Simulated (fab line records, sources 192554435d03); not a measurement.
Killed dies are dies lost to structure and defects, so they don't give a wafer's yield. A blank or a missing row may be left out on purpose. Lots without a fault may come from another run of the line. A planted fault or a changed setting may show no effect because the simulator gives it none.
fab line records | flow n5_finfet
record lots=11 wafers=33 last_day=19
route steps=1938 shown BEOL_M7@1326 BEOL_M8@1333
lots that met no fault: from a run of the same line without faults
start_h: hours from the record's first day to the start of the lot's first wafer shown | wait_h: hours since the lot's step before | " the same as in the row above | L1.1+2: a row that stands for several wafers | - no value, or no start given | * or withheld: withheld | < > ~ a bound
route shown NAME@n: a module of which the file shows steps, and the number in the route of the first | usual: mean/standard deviation of fault-free wafers | same: alike in all rows | chamber/n: place in a boat | sites: the reading at each site | _std_site: their standard deviation | _edge_site: outer sites' mean less inner sites' | radius_mm: how far each site lies from the wafer's centre | mask NAME#n: copy n | behind: the tool/chamber that last shaped the wafer | hold: why the lot was held/for how many hours/how that ended | device: the transistor (n, p or np) that didn't switch | end of line: the same wafers' tests at the end of the route | a step without rows: its recipe alone | killed: dies lost to structure and defects at the first sort, not the wafer's yield | map: a wafer's dies, x killed, . not, _ none there
set.NAME: the setting as run; set.NAME@STEP: as run at that earlier step | model.NAME: the simulator's own value behind a step, which no gauge read
steps of the route over a sample of lots; a table a step, a row a wafer
services: from which hour (start_h, from the record's first day; less than 0 if before it) a tool's chamber was out of use, for how many hours, and why
## steps
# step N5_BEOL_M7_CMP_52
# recipe stop_on=SiCOH_lowk t_overpolish_s=6.9 down_force_psi=1 platen_rpm=50 clearing_platen_down_force_psi=1.5 clearing_platen_rpm=50 post_cmp_clean=cu_alkaline target_thk_nm=80 clearing_platen_pad_velocity_m_s=0.99484 pad_velocity_m_s=0.99484
# usual barrier_field_endpoint_s=29.0/0.68 edge_zone_pressure_frac=0.999/0.0044 motor_current_A=6.1/0.43 overpolish_run_s=6.899/0.0088 time_to_endpoint_s=63.2/2.5
# same t_overpolish_s=6.9
# columns lot.wafer tool chamber start_h wait_h barrier_field_endpoint_s edge_zone_pressure_frac motor_current_A overpolish_run_s time_to_endpoint_s
L491.3 cmp-02 2 223.34 0.2 29.0 0.991 6.1 6.897 65.0
L491.2 " 0 " " 28.7 0.999 6.2 6.901 62.0
L491.5 " 2 " " 29.4 1.000 6.1 6.900 64.0
L492.4 cmp-02 0 233.43 0.2 28.0 0.998 6.1 6.911 57.6
L492.2 " 2 " " 28.0 1.001 6.2 6.888 62.0
L492.6 " 3 " " 29.7 1.005 6.1 6.896 61.1
L494.2 cmp-01 2 238.84 0.3 30.1 1.001 5.8 6.910 69.6
L494.4 " 0 " " 29.2 0.998 5.9 6.886 64.7
L494.6 " 1 " " 29.6 0.999 6.6 6.907 64.7
L498.2 cmp-03 1 264.60 0.2 28.2 0.993 5.6 6.897 58.9
L498.3 " 0 " " 28.5 1.009 5.9 6.895 63.3
L498.5 " 2 " " 28.7 1.001 7.1 6.906 62.3
L502.1 cmp-03 0 301.94 0.3 29.6 0.999 5.9 6.906 65.6
L502.4 " 1 " " 29.6 0.991 5.3 6.887 64.7
L502.5 " 0 " " 30.1 0.997 6.0 6.892 67.1
L505.3 cmp-02 1 309.79 0.2 29.3 0.998 5.7 6.898 67.7
L505.2 " 3 " " 29.6 1.003 6.2 6.895 64.6
L505.5 " 0 " " 29.8 1.002 6.1 6.897 64.4
L506.2 cmp-01 3 312.59 0.2 27.9 0.996 6.6 6.913 62.7
L506.4 " 0 " " 28.5 1.000 6.2 6.905 61.9
L506.3 " 1 " " 27.3 0.997 6.5 6.906 59.1
L507.1 cmp-02 0 321.72 0.3 28.5 1.011 6.3 6.909 59.5
L507.3 " 1 " " 29.2 0.996 5.9 6.897 65.0
L507.6 " 3 " " 29.2 1.001 6.3 6.913 63.7
L508.2 cmp-02 1 332.47 0.2 28.4 0.999 6.0 6.908 60.3
L508.5 " 0 " " 28.8 0.994 6.0 6.896 60.6
L508.6 " 1 " " 29.6 0.998 5.6 6.907 63.9
L511.2 cmp-02 2 341.03 0.3 29.0 0.995 6.3 6.900 62.4
L511.6 " 0 " " 28.6 1.000 5.8 6.904 59.4
L511.5 " 1 " " 29.4 0.994 5.7 6.887 65.9
L514.2 cmp-02 3 374.22 0.2 28.7 1.004 6.0 6.905 61.8
L514.3 " 0 " " 28.6 0.990 5.9 6.899 61.2
L514.5 " 3 " " 28.9 0.998 6.4 6.897 63.8
# step N5_BEOL_M7_DEP_56
# recipe material=SiCN target_thk_a=100 temp_c=withheld precursor=3MS/NH3 pressure_torr=3 rf_w=202 time_s=17.5
# usual chamber_pressure_Torr=2.999/0.0061 showerhead_plenum_p_Torr=3.662/0.0094 throttle_valve_pct=8.97/0.24
# columns lot.wafer tool chamber start_h wait_h chamber_pressure_Torr showerhead_plenum_p_Torr throttle_valve_pct
L491.2 pecvd-02 1 223.67 0.0 3.008 3.665 8.70
L491.3 " 0 " " 2.999 3.661 9.14
L491.5 " 1 " " 3.001 3.672 8.91
L492.2 pecvd-02 1 233.74 0.0 3.010 3.665 8.85
L492.4 " 2 " " 3.006 3.658 8.28
L492.6 " 0 " " 2.990 3.659 9.04
L494.2 pecvd-04 2 239.16 0.0 2.997 3.647 8.86
L494.4 " 0 " " 2.998 3.659 9.11
L494.6 " 1 " " 3.006 3.645 9.32
L498.2 pecvd-02 2 264.98 0.0 2.992 3.669 8.48
L498.3 " 1 " " 3.003 3.676 9.01
L498.5 " 0 " " 2.996 3.655 9.01
L502.1 pecvd-02 1 302.26 0.0 3.006 3.667 8.97
L502.4 " 1 " " 3.002 3.676 9.01
L502.5 " 0 " " 2.991 3.656 8.95
L505.2 pecvd-03 0 310.11 0.0 2.993 3.670 9.20
L505.3 " 2 " " 2.995 3.669 9.22
L505.5 " 1 " " 2.998 3.656 9.44
L506.2 pecvd-02 2 312.96 0.0 3.006 3.666 8.84
L506.3 " 1 " " 3.000 3.660 8.82
L506.4 " 2 " " 3.007 3.665 8.53
L507.1 pecvd-02 2 322.00 0.0 3.004 3.668 8.80
L507.3 " 0 " " 3.003 3.658 8.85
L507.6 " 1 " " 2.997 3.676 9.07
L508.2 pecvd-02 1 332.79 0.0 2.997 3.665 8.60
L508.5 " 2 " " 2.996 3.670 8.70
L508.6 " 1 " " 2.993 3.682 9.06
L511.2 pecvd-03 2 341.31 0.0 2.995 3.660 8.91
L511.5 " 0 " " 3.009 3.675 9.28
L511.6 " 1 " " 2.989 3.647 9.36
L514.2 pecvd-03 0 374.58 0.0 3.001 3.678 9.34
L514.3 " 1 " " 2.993 3.657 9.17
L514.5 " 2 " " 3.004 3.649 9.02
# step N5_BEOL_M8_CURE_74
# recipe temp_c=385 time_s=240 ambient=He/Ar material=SiCOH_lowk
# usual lamp_power_pct=52.32/0.053 wafer_temp_C_max=387.1/0.58
# columns lot.wafer tool chamber start_h wait_h lamp_power_pct wafer_temp_C_max
L491.2 uv_cure-02 1 223.96 0.1 52.26 386.7
L491.3 " 1 " " 52.27 387.2
L491.5 " 1 " " 52.43 387.4
L492.2 uv_cure-03 2 234.02 0.1 52.27 387.2
L492.4 " 2 " " 52.34 387.6
L492.6 " 2 " " 52.30 388.7
L494.2 uv_cure-01 0 239.52 0.2 52.32 385.8
L494.4 " 0 " " 52.36 386.9
L494.6 " 0 " " 52.30 387.2
L498.2 uv_cure-03 1 265.33 0.2 52.43 386.3
L498.3 " 1 " " 52.46 386.3
L498.5 " 1 " " 52.28 386.7
L502.1 uv_cure-01 0 302.45 0.0 52.26 386.9
L502.4 " 0 " " 52.33 386.9
L502.5 " 0 " " 52.24 386.9
L505.2 uv_cure-03 2 310.38 0.1 52.32 388.2
L505.3 " 2 " " 52.31 387.6
L505.5 " 2 " " 52.20 386.7
L506.2 uv_cure-02 0 313.24 0.1 52.30 386.9
L506.3 " 0 " " 52.34 386.7
L506.4 " 0 " " 52.40 387.4
L507.1 uv_cure-02 2 322.37 0.2 52.29 386.9
L507.3 " 2 " " 52.25 386.5
L507.6 " 2 " " 52.28 386.3
L508.2 uv_cure-02 1 333.07 0.1 52.34 386.4
L508.5 " 1 " " 52.32 387.6
L508.6 " 1 " " 52.32 387.9
L511.2 uv_cure-02 1 341.59 0.1 52.26 387.0
L511.5 " 1 " " 52.30 387.2
L511.6 " 1 " " 52.24 387.2
L514.2 uv_cure-03 2 374.85 0.1 52.36 387.9
L514.3 " 2 " " 52.35 388.1
L514.5 " 2 " " 52.29 387.3
# step N5_BEOL_M8_COAT_05
# recipe resist=CAR-ArF spin_rpm=1500 resist_thk_nm=90
# usual exhaust_pa=44.8/0.99 spin_speed_rpm=1500.2/1.2
# columns lot.wafer tool chamber start_h wait_h exhaust_pa spin_speed_rpm
L491.2 litho_track-02 0 225.39 - 43.8 1501.4
L491.3 " 0 " " 42.0 1503.0
L491.5 " 0 " " 45.2 1500.8
L492.2 litho_track-03 0 235.79 - 44.7 1501.2
L492.4 " 0 " " 44.8 1501.2
L492.6 " 0 " " 45.3 1500.2
L494.2 litho_track-03 0 241.17 - 44.5 1499.2
L494.4 " 0 " " 45.6 1498.4
L494.6 " 0 " " 46.7 1498.3
L498.2 litho_track-04 0 268.80 - 46.5 1499.9
L498.3 " 0 " " 45.4 1500.9
L498.5 " 0 " " 46.5 1499.6
L502.1 litho_track-02 0 306.00 - 44.6 1589.6
L502.4 " 0 " " 43.4 1589.8
L502.5 " 0 " " 42.7 1587.9
L505.2 litho_track-02 0 311.88 - 45.6 1588.5
L505.3 " 0 " " 45.0 1589.6
L505.5 " 0 " " 46.6 1587.9
L506.2 litho_track-03 0 316.22 - 44.5 1500.5
L506.3 " 0 " " 44.3 1500.4
L506.4 " 0 " " 43.9 1498.4
L507.1 litho_track-04 0 323.92 - 43.8 1500.3
L507.3 " 0 " " 44.0 1501.6
L507.6 " 0 " " 45.2 1499.2
L508.2 litho_track-03 0 335.06 - 44.1 1500.1
L508.5 " 0 " " 45.3 1499.8
L508.6 " 0 " " 45.2 1500.7
L511.2 litho_track-03 0 344.01 - 45.1 1501.7
L511.5 " 0 " " 45.3 1500.9
L511.6 " 0 " " 45.1 1501.0
L514.2 litho_track-04 0 376.32 - 45.3 1500.1
L514.3 " 0 " " 46.2 1498.6
L514.5 " 0 " " 46.2 1500.7
## services
# columns tool chamber start_h hours kind
pecvd-04 - 200.31 1.6 repair
pecvd-02 2 202.38 - clean
pecvd-02 2 202.38 - consumable_replace:showerhead
pecvd-02 2 202.38 29.0 scheduled_down
pecvd-02 2 202.38 29.0 vent_cycle
cmp-03 - 207.61 4.0 pm
pecvd-03 - 214.46 1.7 repair
cmp-02 - 216.19 1.5 repair
cmp-01 - 219.42 6.5 repair
uv_cure-01 - 220.60 2.1 pm
pecvd-03 - 225.74 3.7 repair
cmp-01 - 232.07 3.1 pm
cmp-02 - 238.51 0.8 repair
cmp-01 - 240.79 0.9 repair
cmp-02 - 283.74 4.0 pm
cmp-03 - 289.82 0.5 repair
uv_cure-02 - 291.28 1.2 repair
cmp-01 - 298.50 4.0 pm
cmp-01 - 304.50 4.9 pm
pecvd-02 - 307.15 0.7 repair
uv_cure-03 - 331.52 1.0 pm
uv_cure-03 - 345.35 7.5 pm
pecvd-02 1 356.11 8.4 repair
uv_cure-03 - 357.68 14.6 pm
## key
first_sign step=N5_BEOL_M8_COAT_05 reading=spin_speed_rpm direction=up sigmas=76 usual=* struck=*
effect none on later readings
met_at N5_BEOL_M8_COAT_05
struck_lots L502,L505
not_acting_at N5_BEOL_M7_CMP_52,N5_BEOL_M7_DEP_56,N5_BEOL_M8_CURE_74
onset_between 225.39 306.00
fault kind=process_parameter_drift tool=litho_track-02 chamber=- onset_h=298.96 steps=N5_BEOL_M8_COAT_05 channel=spin_rpm offset=* shape=step end_h=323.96 acts_in=* stated=*
